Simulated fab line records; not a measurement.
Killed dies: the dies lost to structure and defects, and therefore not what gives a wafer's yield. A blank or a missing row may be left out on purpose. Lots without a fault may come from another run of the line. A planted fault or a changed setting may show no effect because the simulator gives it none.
Code-filled problem report in 8D (eight disciplines) form || flow n5 finfet || the parts of the form that need people (team, actions taken, sign-off) are left out

1. WHAT WENT WRONG
bias w at N5_HKMG_FIN_ETCH_55 reads a mean of 105.8 W on 2 wafers of 2 lots; wafers without a fault read 149.9 W with a standard deviation of 0.47. That puts it -94 standard deviations away from the usual mean.
The step: etches SOC in N2/H2, target depth 240 nm, time 300 s.
Earliest sighting: wafer L944.6 on rie diel-01 at day 5 19:34. Wafers with a number at this step in the record: 18, from 6 lots. By rule, "out" or "out of limits" means more than 4 standard deviations away from the usual mean. All remaining wafers that have a number are taken as sound.

2. WHAT IT IS AND WHAT IT IS NOT
{"question": "which readings at this step", "is": "bias w, rf vpp V", "is not": "drypump motor current A, oes product au, showerhead plenum p Torr, throttle valve pct"}
{"question": "which lots", "is": "L944, L948", "is not": "L938, L940, L953, L961"}
{"question": "which wafers of those lots", "is": "L944.6, L948.6", "is not": "L944.1, L944.4, L948.1, L948.3"}
{"question": "read on which tools", "is": "rie diel-01", "is not": "rie diel-05"}
{"question": "when", "is": "from day 5 19:34", "is not": "up to then (8 sound wafers); but 8 sound wafers of L948, L953, L961 came after"}

3. THE SUSPECTS, EACH WITH WHAT RULES IT OUT
Counting: a tool at a process step up to the reading stays a suspect if it ran every lot that is out. Sound lots after the first of them don't rule it out here, since some wafers of a struck lot are sound.
- rie diel-01 at N5_HKMG_FIN_DESCUM_53 (chemistry O2, time 7.9 s): kept. It processed each lot that is out (first: L944, day 5 19:29); up to then, its last sound lot is L938 (day 4 00:45).
- rie diel-01 at N5_HKMG_FIN_ETCH_54 (etches SiARC in CF4, target depth 45.5 nm, time 75.8 s): kept. It processed each lot that is out (first: L944, day 5 19:31); up to then, its last sound lot is L938 (day 4 00:47).
- rie diel-01 at N5_HKMG_FIN_ETCH_55 (etches SOC in N2/H2, target depth 240 nm, time 300 s): kept. It processed each lot that is out (first: L944, day 5 19:34); up to then, its last sound lot is L938 (day 4 00:50). Out on those wafers are its own readings of bias w, rf vpp V.
- rie diel-01, N5_HKMG_FIN_DESCUM_53: wafers that are out in chamber 3, sound lot-mates in chambers 0, 1, 2.
- rie diel-01, N5_HKMG_FIN_ETCH_54: wafers that are out in chamber 3, sound lot-mates in chambers 0, 1, 2.
- rie diel-01, N5_HKMG_FIN_ETCH_55: wafers that are out in chamber 3, sound lot-mates in chambers 0, 1, 2.
After the count, these remain: rie diel-01 at N5_HKMG_FIN_DESCUM_53, rie diel-01 at N5_HKMG_FIN_ETCH_54 and rie diel-01 at N5_HKMG_FIN_ETCH_55.

4. THE CAUSE (what the simulator had put in)
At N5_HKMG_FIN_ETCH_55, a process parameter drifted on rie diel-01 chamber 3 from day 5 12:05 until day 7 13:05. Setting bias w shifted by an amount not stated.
Counting leaves 3 suspects; this tool is one of them.

5. THE EFFECT CHAIN, in route order
Rows list readings where the struck wafers' mean (over those with a number) sits beyond 3 standard deviations from the usual. Scope: only readings with a usual standard deviation given in the record; hours: median across lots of the time from each lot's start at the first step in this table that gives one to its start at this step; sigmas: change in usual standard deviations.
{"hours": 0, "step": "N5_HKMG_FIN_ETCH_55", "reading": "bias w", "usual": "149.9 W", "on struck wafers": 105.8, "change": -44.1, "sigmas": -94}
{"hours": 0, "step": "N5_HKMG_FIN_ETCH_55", "reading": "rf vpp V", "usual": "523.6 V", "on struck wafers": 418.1, "change": -105.5, "sigmas": -53}
Its process steps:
- N5_HKMG_FIN_ETCH_55: etches SOC in N2/H2, target depth 240 nm, time 300 s.
At these later measuring or inspecting steps, every struck wafer for which the step has a row has a number for every such reading, and none has moved that far: N5_BEOL_M4_RC_MEAS_101.

6. HOW IT WOULD HAVE BEEN CAUGHT EARLIER
First out-of-limits reading in this record: day 5 19:34, which is 7 hours after fault onset at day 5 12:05.
